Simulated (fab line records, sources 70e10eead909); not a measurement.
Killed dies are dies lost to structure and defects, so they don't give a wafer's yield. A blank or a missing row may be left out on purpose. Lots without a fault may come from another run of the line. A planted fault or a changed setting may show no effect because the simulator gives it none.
fab line records | flow nand_harc
record lots=24 wafers=72 last_day=34
route steps=1302 shown A_CHANNEL_HOLE_D1@471 A_CHANNEL_FILL_D1@508 A_CHANNEL_HOLE_D2@590 A_CHANNEL_FILL_D2@613
lots that met no fault: from a run of the same line without faults
start_h: hours from the record's first day to the start of the lot's first wafer shown | wait_h: hours since the lot's step before | " the same as in the row above | L1.1+2: a row that stands for several wafers | - no value, or no start given | * or withheld: withheld | < > ~ a bound
route shown NAME@n: a module of which the file shows steps, and the number in the route of the first | usual: mean/standard deviation of fault-free wafers | same: alike in all rows | chamber/n: place in a boat | sites: the reading at each site | _std_site: their standard deviation | _edge_site: outer sites' mean less inner sites' | radius_mm: how far each site lies from the wafer's centre | mask NAME#n: copy n | behind: the tool/chamber that last shaped the wafer | hold: why the lot was held/for how many hours/how that ended | device: the transistor (n, p or np) that didn't switch | end of line: the same wafers' tests at the end of the route | a step without rows: its recipe alone | killed: dies lost to structure and defects at the first sort, not the wafer's yield | map: a wafer's dies, x killed, . not, _ none there
set.NAME: the setting as run; set.NAME@STEP: as run at that earlier step | model.NAME: the simulator's own value behind a step, which no gauge read
steps of the route over a sample of lots; a table a step, a row a wafer
services: from which hour (start_h, from the record's first day; less than 0 if before it) a tool's chamber was out of use, for how many hours, and why
## steps
# step NHARC_A_CHANNEL_HOLE_D1_ETCH_19
# recipe bias_v=1200 source_w=2500 pressure_mtorr=15 time_s=34.5 ar_flow_sccm=375 c4f8_flow_sccm=28.8 o2_flow_sccm=96.2 temp_c=-20 target_depth_a=* chemistry=C4F8/O2/Ar
# usual chamber_pressure_mTorr=15.001/0.012 drypump_motor_current_A=6.1/0.42 mfc_ar_sccm=375.0/1.2 showerhead_plenum_p_Torr=3.65/0.12 temp_c=-20.00/0.091 throttle_valve_pct=37.037/0.0091
# columns lot.wafer tool chamber start_h wait_h chamber_pressure_mTorr drypump_motor_current_A mfc_ar_sccm rf_hours_counter_h showerhead_plenum_p_Torr temp_c throttle_valve_pct
L075.1 har_etch-02 0 185.90 1.8 14.977 6.8 376.2 290 3.54 -20.00 37.035
L075.2 " 1 " " 15.002 6.0 376.8 290 3.74 -19.98 37.053
L075.4 " 1 " " 14.986 5.9 374.7 - 3.74 -20.04 37.039
L074.4 har_etch-01 1 187.56 0.1 15.004 5.7 375.8 - 3.77 -20.13 37.038
L074.3 " 0 " " 14.995 6.1 373.7 - 3.61 -19.90 37.039
L074.6 " 0 " " 15.004 6.1 374.2 - 3.61 -19.98 37.021
L076.1 har_etch-01 0 197.33 0.1 14.993 6.1 374.4 92 3.60 -19.94 37.040
L076.4 " 0 " " 15.009 6.1 374.1 - 3.60 -20.06 37.055
L076.6 " 0 " " 14.978 6.1 376.6 - 3.60 -20.12 37.040
L077.1 har_etch-02 0 213.45 0.1 14.993 6.8 375.8 305 3.53 -20.19 37.030
L077.3 " 1 " " 15.001 5.9 376.4 - 3.73 -19.84 37.033
L077.5 " 0 " " 15.018 6.8 376.0 - 3.53 -19.98 37.034
L078.2 har_etch-01 0 226.54 0.1 14.999 6.1 375.7 107 3.59 -19.86 37.037
L078.4 " 1 " " 14.999 5.7 375.0 - 3.76 -20.08 37.036
L078.3 " 0 " " 14.987 6.1 376.7 - 3.59 -19.81 37.035
L079.1 har_etch-02 1 233.77 0.1 14.997 5.9 374.4 312 3.72 -19.93 37.044
L079.4 " 0 " " 14.986 6.8 376.7 - 3.52 -19.95 37.044
L079.5 " 0 " " 15.004 6.8 374.3 - 3.52 -19.91 37.044
L080.4 har_etch-02 0 245.36 0.8 15.029 6.8 374.9 - 3.52 -20.02 37.026
L080.3 " 1 " " 15.008 5.9 374.1 - 3.72 -20.08 37.031
L080.5 " 1 " " 15.022 6.0 372.4 - 3.72 -19.99 37.037
L082.1 har_etch-02 1 267.74 4.0 15.014 6.0 375.2 331 3.71 -20.08 37.041
L082.2 " 0 " " 14.999 6.8 377.9 331 3.51 -20.09 37.040
L082.6 " 0 " " 15.022 6.8 376.5 - 3.51 -20.04 37.047
L081.2 har_etch-01 1 271.37 6.6 15.005 5.7 374.5 137 3.75 -20.02 37.056
L081.6 " 0 " " 14.992 6.1 377.2 - 3.58 -20.02 37.032
L081.5 " 1 " " 15.016 5.7 374.2 - 3.75 -20.00 37.022
L083.1 har_etch-01 0 275.49 6.7 14.982 6.1 374.0 141 3.58 -20.10 37.033
L083.2 " 1 " " 15.012 5.7 376.6 141 3.74 -20.03 37.040
L083.6 " 1 " " 15.009 5.7 374.8 - 3.74 -19.97 37.040
L084.1 har_etch-02 1 276.09 1.7 15.012 5.9 376.2 339 3.71 -19.92 37.039
L084.3 " 1 " " 14.984 6.0 375.8 - 3.71 -19.96 37.040
L084.6 " 0 " " 15.003 6.7 375.0 - 3.51 -20.09 37.021
L085.1 har_etch-01 0 291.68 0.1 15.006 6.1 374.9 153 3.57 -20.05 37.047
L085.2 " 1 " " 15.015 5.6 374.9 153 3.74 -20.15 37.039
L085.5 " 0 " " 14.996 6.1 374.5 - 3.57 -19.89 37.027
L086.2 har_etch-01 1 305.25 0.1 15.001 5.7 375.1 160 3.73 -20.08 37.029
L086.4 " 1 " " 15.005 5.7 375.0 - 3.73 -20.08 37.051
L086.6 " 0 " " 15.015 6.1 375.0 - 3.57 -19.94 37.031
L087.2 har_etch-01 1 328.18 0.1 14.981 5.7 375.7 172 3.73 -19.99 37.021
L087.3 " 0 " " 14.981 6.1 374.6 - 3.56 -19.97 37.052
L087.5 " 1 " " 15.014 5.7 375.4 - 3.73 -20.10 37.030
L088.2 har_etch-02 0 328.31 0.1 14.987 6.8 377.1 - 3.49 -20.02 37.037
L088.4 " 0 " " 15.014 6.8 377.6 - 3.49 -20.12 37.038
L088.5 " 0 " " 14.994 6.8 374.8 - 3.49 -19.97 37.048
L089.2 har_etch-01 0 332.37 2.2 14.999 6.1 372.9 175 3.56 -19.98 37.044
L089.3 " 1 " " 14.994 5.7 375.4 - 3.72 -20.06 37.039
L089.4 " 0 " " 15.022 6.1 373.4 - 3.56 -19.89 37.017
L090.2 har_etch-02 1 346.42 0.1 15.014 6.0 373.5 355 3.70 -20.11 37.044
L090.4 " 1 " " 15.015 6.0 375.7 - 3.70 -19.94 37.038
L090.3 " 0 " " 14.985 6.8 374.4 - 3.48 -19.99 37.043
L091.2 har_etch-02 1 357.07 0.1 14.984 5.9 373.1 359 3.70 -20.11 37.028
L091.4 " 1 " " 15.004 6.0 377.5 - 3.70 -20.14 37.034
L091.5 " 0 " " 15.001 6.8 372.9 - 3.48 -19.91 37.053
L092.1 har_etch-02 0 365.53 0.1 14.989 6.8 373.2 394 3.48 -19.81 37.042
L092.3 " 0 " " 15.008 6.8 374.1 - 3.48 -19.98 37.035
L092.6 " 0 " " 14.997 6.8 374.8 - 3.48 -20.04 37.009
L093.1 har_etch-01 1 383.02 0.1 15.003 5.7 375.4 205 3.71 -19.99 37.029
L093.4 " 1 " " 14.978 5.7 375.4 - 3.71 -19.96 37.043
L093.6 " 1 " " 14.997 5.7 374.8 - 3.71 -19.91 37.053
L094.1 har_etch-01 1 391.34 6.6 14.984 5.7 373.4 213 3.70 -20.12 37.029
L094.2 " 0 " " 15.001 6.1 375.8 213 3.54 -20.02 37.035
L094.4 " 0 " " 15.034 6.1 376.7 - 3.54 -20.09 37.035
L095.1 har_etch-02 0 395.82 6.5 15.004 6.8 375.5 0 3.99 -19.94 37.033
L095.3 " 0 " " 15.014 6.8 375.5 - 3.99 -19.90 37.039
L095.5 " 1 " " 14.991 5.9 373.9 - 3.69 -19.98 37.030
L096.2 har_etch-02 1 415.71 5.6 15.010 5.9 375.5 19 3.68 -19.97 37.050
L096.6 " 0 " " 14.996 6.8 375.9 - 3.97 -20.07 37.049
L096.5 " 1 " " 15.008 5.9 374.9 - 3.68 -19.93 37.051
L097.1 har_etch-01 1 416.43 6.0 15.022 5.7 373.3 229 3.69 -20.07 37.046
L097.4 " 0 " " 15.000 6.1 375.0 - 3.53 -20.09 37.042
L097.5 " 0 " " 15.010 6.1 373.7 - 3.53 -20.23 37.053
# step NHARC_A_CHANNEL_FILL_D1_ETCHBACK_08
# recipe target_depth_a=2200 time_s=110 c4f8_flow_sccm=20 ar_flow_sccm=withheld rf_w=600 bias_w=300 chemistry=C4F8
# usual chamber_pressure_mTorr=25.000/0.023 oes_product_au=0.96/0.036 rf_vpp_V=440.6/2.4
# columns lot.wafer tool chamber start_h wait_h chamber_pressure_mTorr oes_product_au rf_hours_counter_h rf_vpp_V
L074.3 rie_diel-08 2 - - 24.962 1.00 1.8 442.2
L074.4 " 3 " " 24.996 0.99 1.9 440.3
L074.6 " 0 " " 25.004 0.99 - 443.5
L075.2 rie_diel-11 0 - - 24.973 0.93 6.3 442.2
L075.4 " 1 " " 25.003 0.92 6.2 440.3
L075.1 " 2 " " 24.949 0.92 6.8 438.2
L076.1 rie_diel-05 1 - - 24.965 1.00 0.6 438.3
L076.6 " 0 " " 25.013 1.01 - 436.8
L076.4 " 3 " " 25.006 1.00 - 444.7
L077.1 rie_diel-08 2 - - 24.998 0.99 3.1 441.5
L077.3 " 3 " " 24.981 0.98 3.2 442.7
L077.5 " 2 " " 25.011 0.98 - 442.8
L078.2 rie_diel-05 3 - - 24.997 0.92 1.1 446.9
L078.3 " 0 " " 24.978 0.92 1.8 436.7
L078.4 " 1 " " 25.020 0.92 1.8 439.6
L079.1 rie_diel-05 3 - - 25.051 0.94 1.3 444.7
L079.4 " 1 " " 25.060 0.93 2.1 437.1
L079.5 " 0 " " 25.011 0.93 - 437.1
L080.3 rie_diel-11 0 - - 25.018 0.93 1.5 440.4
L080.4 " 1 " " 25.016 0.96 1.1 442.1
L080.5 " 2 " " 24.980 0.93 - 438.1
L082.2 rie_diel-11 1 - - 25.028 0.93 1.9 441.0
L082.1 " 0 " " 24.985 0.93 2.0 439.5
L082.6 " 2 " " 25.042 0.93 - 438.4
L081.2 rie_diel-08 3 - - 25.003 0.91 5.8 440.6
L081.5 " 1 " " 25.004 0.92 - 440.3
L081.6 " 2 " " 25.010 0.92 - 440.4
L084.1 rie_diel-11 2 - - 25.035 0.92 2.9 438.9
L084.3 " 0 " " 24.992 0.93 2.3 442.0
L084.6 " 2 " " 24.982 0.93 - 439.4
L083.1 rie_diel-08 1 - - 25.018 0.99 5.3 439.9
L083.2 " 2 " " 24.957 0.98 6.0 441.4
L083.6 " 0 " " 25.023 0.97 - 442.7
L085.2 rie_diel-08 3 - - 25.014 0.92 7.1 442.5
L085.1 " 2 " " 25.003 0.93 7.4 441.1
L085.5 " 0 " " 25.030 0.93 - 443.6
L086.4 rie_diel-08 2 - - 24.983 0.93 8.0 440.9
L086.2 " 3 " " 24.938 0.92 7.6 442.5
L086.6 " 2 " " 24.955 0.92 - 441.7
L087.3 rie_diel-05 0 - - 24.990 1.00 8.4 436.0
L087.2 " 2 " " 25.015 1.00 8.1 437.4
L087.5 " 1 " " 24.998 1.00 - 437.2
L089.2 rie_diel-05 2 - - 24.999 1.00 8.1 438.1
L089.3 " 3 " " 25.033 0.99 7.2 446.3
L089.4 " 0 " " 25.007 1.00 8.5 436.7
L088.4 rie_diel-05 2 - - 25.012 0.92 8.2 436.5
L088.2 " 3 " " 25.017 0.92 7.3 444.4
L088.5 " 2 " " 25.004 0.93 - 436.9
L090.4 rie_diel-11 0 - - 25.011 0.92 6.1 441.8
L090.2 " 1 " " 24.966 0.92 6.9 441.6
L090.3 " 3 " " 25.022 0.93 6.3 440.1
L091.4 rie_diel-08 1 - - 25.014 0.92 1.4 440.5
L091.2 " 3 " " 24.990 0.92 1.3 440.2
L091.5 " 1 " " 24.997 0.92 - 440.3
L092.3 rie_diel-08 2 - - 25.015 1.00 1.4 442.2
L092.1 " 1 " " 24.985 1.00 1.5 441.5
L092.6 " 3 " " 25.021 1.00 - 441.9
L093.4 rie_diel-08 2 - - 24.979 1.01 2.3 440.5
L093.1 " 0 " " 24.996 1.00 2.5 443.7
L093.6 " 3 " " 24.966 0.98 - 440.9
L094.4 rie_diel-11 2 - - 24.994 0.99 0.0 439.4
L094.2 " 0 " " 24.976 0.99 0.0 441.8
L094.1 " 1 " " 24.996 1.00 0.0 440.7
L095.1 rie_diel-05 3 - - 25.027 0.93 1.5 446.5
L095.3 " 2 " " 24.961 0.91 1.9 437.7
L095.5 " 3 " " 25.022 0.92 - 444.6
L097.1 rie_diel-11 1 - - 24.990 1.00 2.4 439.9
L097.4 " 2 " " 24.969 1.00 1.8 436.4
L097.5 " 1 " " 24.997 1.00 - 440.0
L096.2 rie_diel-08 3 - - 25.049 0.99 4.1 441.1
L096.6 " 2 " " 24.968 1.01 - 441.1
L096.5 " 3 " " 24.988 0.99 - 441.8
# step NHARC_A_CHANNEL_FILL_D1_CMP_10
# recipe target_thk_nm=150
# usual motor_current_A=12.0/1.5 time_to_endpoint_s=15.2/2.1
# columns lot.wafer tool chamber start_h wait_h motor_current_A time_to_endpoint_s
L075.2 cmp-04 2 242.04 0.4 13.5 16.4
L075.4 " 3 " " 9.9 16.1
L075.1 " 0 " " 10.4 15.7
L074.3 cmp-01 2 242.04 0.4 11.2 9.8
L074.4 " 3 " " 13.0 14.3
L074.6 " 2 " " 10.6 12.1
L076.4 cmp-01 2 251.29 0.4 10.3 13.3
L076.1 " 3 " " 12.2 15.2
L076.6 " 1 " " 11.8 15.9
L077.1 cmp-04 2 267.05 0.4 13.6 13.6
L077.3 " 3 " " 9.1 14.8
L077.5 " 2 " " 13.4 14.5
L078.3 cmp-04 0 280.02 0.4 10.8 15.5
L078.4 " 1 " " 13.2 15.7
L078.2 " 2 " " 13.5 14.4
L079.4 cmp-04 0 287.76 0.4 10.5 14.5
L079.1 " 2 " " 13.1 15.2
L079.5 " 0 " " 10.8 13.6
L080.3 cmp-02 1 299.05 0.4 12.0 18.5
L080.4 " 2 " " 14.8 19.3
L080.5 " 3 " " 12.8 16.0
L082.2 cmp-04 2 321.79 0.4 13.7 15.9
L082.1 " 1 " " 12.7 14.6
L082.6 " 3 " " 9.4 18.5
L081.2 cmp-02 1 321.86 0.4 12.5 14.7
L081.5 " 2 " " 14.2 18.2
L081.6 " 3 " " 12.8 18.3
L084.1 cmp-04 0 332.45 0.4 10.4 14.9
L084.3 " 2 " " 13.7 12.7
L084.6 " 0 " " 11.6 15.1
L083.2 cmp-01 1 332.45 0.4 11.5 16.0
L083.1 " 0 " " 13.2 15.0
L083.6 " 2 " " 10.7 16.1
L085.2 cmp-01 3 350.21 0.4 12.8 12.9
L085.1 " 0 " " 12.3 12.7
L085.5 " 3 " " 13.0 15.9
L086.4 cmp-04 2 360.79 0.4 13.3 18.2
L086.2 " 3 " " 9.4 13.8
L086.6 " 1 " " 13.4 15.0
L087.2 cmp-04 0 382.98 0.4 10.8 18.7
L087.3 " 3 " " 9.1 16.7
L087.5 " 1 " " 12.8 17.5
L089.2 cmp-04 0 386.57 0.4 11.2 16.5
L089.3 " 2 " " 13.5 17.4
L089.4 " 3 " " 9.5 15.9
L088.4 cmp-02 3 386.59 0.4 12.8 16.6
L088.2 " 0 " " 11.4 13.8
L088.5 " 3 " " 13.4 15.1
L090.2 cmp-01 0 405.88 0.4 12.4 16.1
L090.4 " 1 " " 12.0 15.6
L090.3 " 2 " " 11.1 11.3
L091.2 cmp-02 2 416.07 0.4 15.7 15.6
L091.4 " 3 " " 13.7 13.6
L091.5 " 1 " " 11.2 11.6
L092.1 cmp-04 2 421.12 0.4 13.9 14.6
L092.3 " 1 " " 12.7 15.0
L092.6 " 3 " " 8.8 14.8
L093.4 cmp-04 2 445.40 0.4 13.4 15.6
L093.1 " 3 " " 9.0 16.7
L093.6 " 3 " " 9.7 15.6
L094.1 cmp-01 0 455.03 0.4 12.7 13.5
L094.2 " 1 " " 12.6 16.3
L094.4 " 3 " " 13.2 14.2
L095.1 cmp-04 0 458.39 0.4 11.1 16.8
L095.3 " 1 " " 13.6 15.4
L095.5 " 0 " " 10.9 17.9
L097.1 cmp-02 3 475.69 0.4 13.5 16.2
L097.4 " 1 " " 11.7 16.0
L097.5 " 0 " " 12.0 13.5
L096.2 cmp-01 0 475.77 0.4 12.8 11.2
L096.6 " 1 " " 12.1 13.0
L096.5 " 2 " " 10.4 13.0
# step NHARC_A_CHANNEL_HOLE_D2_CD_MEAS_18
# usual cd_nm=99.9/1.4
# columns lot.wafer tool chamber start_h wait_h cd_nm
L074.3 cd_sem-03 - 293.42 - 102.2
L074.4 " - " " 101.8
L074.6 " - " " 100.6
L075.1 cd_sem-02 - 293.58 - 101.1
L075.2 " - " " 100.9
L075.4 " - " " 98.9
L076.1 cd_sem-03 - 306.16 - 100.7
L076.4 " - " " 98.6
L076.6 " - " " 99.6
L077.1 cd_sem-01 - 322.33 - 99.9
L077.3 " - " " 97.9
L077.5 " - " " 99.0
L078.2 cd_sem-03 - 335.12 - 101.2
L078.3 " - " " 100.0
L078.4 " - " " 99.5
L079.1 cd_sem-02 - 342.97 - 98.3
L079.4 " - " " 96.5
L079.5 " - " " 96.7
L080.3 cd_sem-01 - 357.81 - 100.3
L080.4 " - " " 100.7
L080.5 " - " " 97.6
L081.2 cd_sem-01 - 384.54 - 101.1
L081.5 " - " " 100.1
L081.6 " - " " 99.2
L082.1 cd_sem-01 - 386.51 - 97.2
L082.2 " - " " 97.8
L082.6 " - " " 98.0
L083.1 cd_sem-03 - 392.27 - 99.3
L083.2 " - " " 100.5
L083.6 " - " " 100.4
L084.1 cd_sem-01 - 393.12 - 102.7
L084.3 " - " " 101.9
L084.6 " - " " 100.6
L085.1 cd_sem-03 - 411.62 - 101.6
L085.2 " - " " 102.3
L085.5 " - " " 100.4
L086.2 cd_sem-03 - 413.84 - 98.3
L086.4 " - " " 99.4
L086.6 " - " " 99.8
L087.2 cd_sem-03 - 432.24 - 99.4
L087.3 " - " " 99.8
L087.5 " - " " 99.4
L088.2 cd_sem-02 - 439.50 - 98.3
L088.4 " - " " 97.8
L088.5 " - " " 99.5
L089.2 cd_sem-03 - 440.03 - 102.0
L089.3 " - " " 97.9
L089.4 " - " " 100.7
L090.2 cd_sem-02 - 463.71 - 102.2
L090.3 " - " " 100.8
L090.4 " - " " 100.9
L091.2 cd_sem-01 - 470.27 - 100.1
L091.4 " - " " 98.9
L091.5 " - " " 97.5
L092.1 cd_sem-02 - 475.02 - 98.4
L092.3 " - " " 98.6
L092.6 " - " " 100.2
L093.1 cd_sem-01 - 507.47 - 99.1
L093.4 " - " " 101.1
L093.6 " - " " 100.8
L094.1 cd_sem-03 - 508.81 - 100.1
L094.2 " - " " 99.2
L094.4 " - " " 102.1
L095.1 cd_sem-03 - 509.36 - 99.7
L095.3 " - " " 99.9
L095.5 " - " " 99.9
L097.1 cd_sem-03 - 529.86 - 100.2
L097.4 " - " " 98.7
L097.5 " - " " 100.5
L096.2 cd_sem-03 - 531.92 - 100.0
L096.5 " - " " 101.5
L096.6 " - " " 99.9
# step NHARC_A_CHANNEL_HOLE_D2_INSPECT_40
# usual raw_defect_count=275/84
# columns lot.wafer tool chamber start_h wait_h raw_defect_count
L075.1 defect_inspect-02 - 301.53 - 286
L075.2 " - " " 282
L075.4 " - " " 280
L074.3 defect_inspect-02 - 303.37 - 395
L074.4 " - " " 323
L074.6 " - " " 202
L076.1 defect_inspect-01 - 316.13 - 161
L076.4 " - " " 267
L076.6 " - " " 324
L077.1 defect_inspect-01 - 328.27 - 218
L077.3 " - " " 270
L077.5 " - " " 292
L078.2 defect_inspect-02 - 346.47 - 330
L078.3 " - " " 285
L078.4 " - " " 285
L079.1 defect_inspect-01 - 350.24 - 225
L079.4 " - " " 205
L079.5 " - " " 331
L080.3 defect_inspect-01 - 364.91 - 195
L080.4 " - " " 431
L080.5 " - " " 230
L081.2 defect_inspect-02 - 393.00 - 161
L081.5 " - " " 152
L081.6 " - " " 144
L082.1 defect_inspect-01 - 401.33 - 289
L082.2 " - " " 236
L082.6 " - " " 295
L083.1 defect_inspect-02 - 405.36 - 237
L083.2 " - " " 251
L083.6 " - " " 189
L084.1 defect_inspect-01 - 405.86 - 289
L084.3 " - " " 208
L084.6 " - " " 225
L085.1 defect_inspect-02 - 425.58 - 235
L085.2 " - " " 228
L085.5 " - " " 199
L086.2 defect_inspect-02 - 426.31 - 306
L086.4 " - " " 188
L086.6 " - " " 246
L087.2 defect_inspect-01 - 438.16 - 309
L087.3 " - " " 323
L087.5 " - " " 369
L088.2 defect_inspect-01 - 445.27 - 401
L088.4 " - " " 254
L088.5 " - " " 376
L089.2 defect_inspect-01 - 448.24 - 356
L089.3 " - " " 379
L089.4 " - " " 250
L090.2 defect_inspect-02 - 469.49 - 304
L090.3 " - " " 246
L090.4 " - " " 233
L091.2 defect_inspect-02 - 476.05 - 268
L091.4 " - " " 259
L091.5 " - " " 310
L092.1 defect_inspect-02 - 480.80 - 531
L092.3 " - " " 326
L092.6 " - " " 561
L093.1 defect_inspect-02 - 515.71 - 401
L093.4 " - " " 543
L093.6 " - " " 468
L094.1 defect_inspect-02 - 519.18 - 234
L094.2 " - " " 249
L094.4 " - " " 230
L095.1 defect_inspect-01 - 519.75 - 184
L095.3 " - " " 257
L095.5 " - " " 188
L097.1 defect_inspect-01 - 535.63 - 287
L097.4 " - " " 242
L097.5 " - " " 317
L096.2 defect_inspect-02 - 537.73 - 122
L096.5 " - " " 159
L096.6 " - " " 136
# step NHARC_A_CHANNEL_FILL_D2_ALD_03
# recipe target_thk_a=60 pulse_time_s=60 ald_cycles=58 temp_c=630 pressure_torr=2 material=SiNx
# usual chamber_pressure_Torr=2.000/0.0045 precursor_pulse_height_rel=0.998/0.02
# columns lot.wafer tool chamber start_h wait_h chamber_pressure_Torr precursor_pulse_height_rel
L074.3 ald_sin_batch-02 0 - - 1.995 0.999
L074.4 " 0 " " 1.998 1.007
L074.6 " 0 " " 1.994 1.035
L075.1 ald_sin_batch-02 0 - - 2.001 0.983
L075.2 " 0 " " 2.004 0.974
L075.4 " 0 " " 1.998 0.970
L076.1 ald_sin_batch-02 0 - - 1.996 1.021
L076.4 " 0 " " 1.998 0.990
L076.6 " 0 " " 1.999 1.004
L077.1 ald_sin_batch-03 0 - - 2.003 1.021
L077.3 " 0 " " 2.008 1.009
L077.5 " 0 " " 2.008 1.011
L078.2 ald_sin_batch-02 0 - - 1.998 0.967
L078.3 " 0 " " 1.996 1.004
L078.4 " 0 " " 1.995 1.015
L079.1 ald_sin_batch-01 0 - - 2.000 1.015
L079.4 " 0 " " 2.002 1.013
L079.5 " 0 " " 2.005 1.020
L080.3 ald_sin_batch-03 0 - - 2.002 0.999
L080.4 " 0 " " 2.008 0.992
L080.5 " 0 " " 2.001 0.993
L081.2 ald_sin_batch-02 0 - - 2.001 1.007
L081.5 " 0 " " 2.001 0.988
L081.6 " 0 " " 2.004 1.008
L082.1 ald_sin_batch-01 0 - - 2.008 1.000
L082.2 " 0 " " 2.005 0.970
L082.6 " 0 " " 2.002 0.968
L083.1 ald_sin_batch-01 0 - - 1.998 1.054
L083.2 " 0 " " 2.000 0.968
L083.6 " 0 " " 2.003 0.987
L084.1 ald_sin_batch-01 0 - - 2.006 1.033
L084.3 " 0 " " 2.000 1.046
L084.6 " 0 " " 2.007 0.969
L085.1 ald_sin_batch-01 0 - - 2.001 0.981
L085.2 " 0 " " 1.997 1.000
L085.5 " 0 " " 1.996 1.003
L086.2 ald_sin_batch-01 0 429.23 1.9 1.999 1.010
L086.4 " 0 " " 2.004 1.011
L086.6 " 0 " " 2.002 0.993
L087.2 ald_sin_batch-02 0 - - 2.002 0.968
L087.3 " 0 " " 1.995 1.001
L087.5 " 0 " " 1.997 0.981
L088.2 ald_sin_batch-03 0 - - 1.994 0.991
L088.4 " 0 " " 1.987 0.989
L088.5 " 0 " " 1.992 1.009
L089.2 ald_sin_batch-03 0 - - 2.002 0.972
L089.3 " 0 " " 2.013 0.996
L089.4 " 0 " " 2.001 1.027
L090.2 ald_sin_batch-02 0 - - 1.992 0.999
L090.3 " 0 " " 2.003 1.014
L090.4 " 0 " " 1.996 0.978
L091.2 ald_sin_batch-01 0 - - 2.005 0.987
L091.4 " 0 " " 2.001 1.033
L091.5 " 0 " " 2.010 1.000
L092.1 ald_sin_batch-01 0 - - 1.996 0.994
L092.3 " 0 " " 2.003 0.964
L092.6 " 0 " " 2.001 0.980
L093.1 ald_sin_batch-03 0 - - 1.995 1.011
L093.4 " 0 " " 1.999 1.007
L093.6 " 0 " " 2.001 1.016
L094.1 ald_sin_batch-03 0 - - 2.008 1.007
L094.2 " 0 " " 2.001 0.973
L094.4 " 0 " " 2.001 0.987
L095.1 ald_sin_batch-03 0 - - 2.003 1.007
L095.3 " 0 " " 2.003 1.016
L095.5 " 0 " " 2.004 0.987
L096.2 ald_sin_batch-01 0 - - 2.001 0.990
L096.5 " 0 " " 1.998 0.952
L096.6 " 0 " " 1.998 1.002
L097.1 ald_sin_batch-01 0 - - 1.997 1.026
L097.4 " 0 " " 1.997 0.994
L097.5 " 0 " " 1.998 1.006
## services
# columns tool chamber start_h hours kind
rie_diel-11 1 179.52 4.2 repair
har_etch-02 - 181.89 4.0 repair
cmp-01 - 185.50 4.0 pm
rie_diel-11 3 189.08 8.6 repair
cmp-01 - 190.60 1.2 repair
rie_diel-08 - 190.80 9.0 pm
rie_diel-05 3 197.69 20.2 repair
rie_diel-11 3 202.24 6.2 repair
cmp-04 - 209.07 4.0 pm
rie_diel-08 1 238.27 7.7 repair
rie_diel-08 - 242.98 0.8 repair
cmp-04 - 247.52 5.2 repair
har_etch-02 - 255.90 7.7 repair
rie_diel-08 0 274.41 3.5 repair
cmp-04 - 307.07 4.0 pm
rie_diel-08 - 352.35 0.3 repair
rie_diel-08 - 367.80 9.0 pm
har_etch-02 - 378.82 17.0 pm
cmp-04 - 405.07 4.0 pm
cmp-04 - 438.43 2.0 repair
rie_diel-08 2 479.49 14.5 repair
rie_diel-08 2 495.37 6.9 repair
cmp-04 - 503.07 4.0 pm
ald_sin_batch-01 - 506.00 26.0 pm
## key
fault none
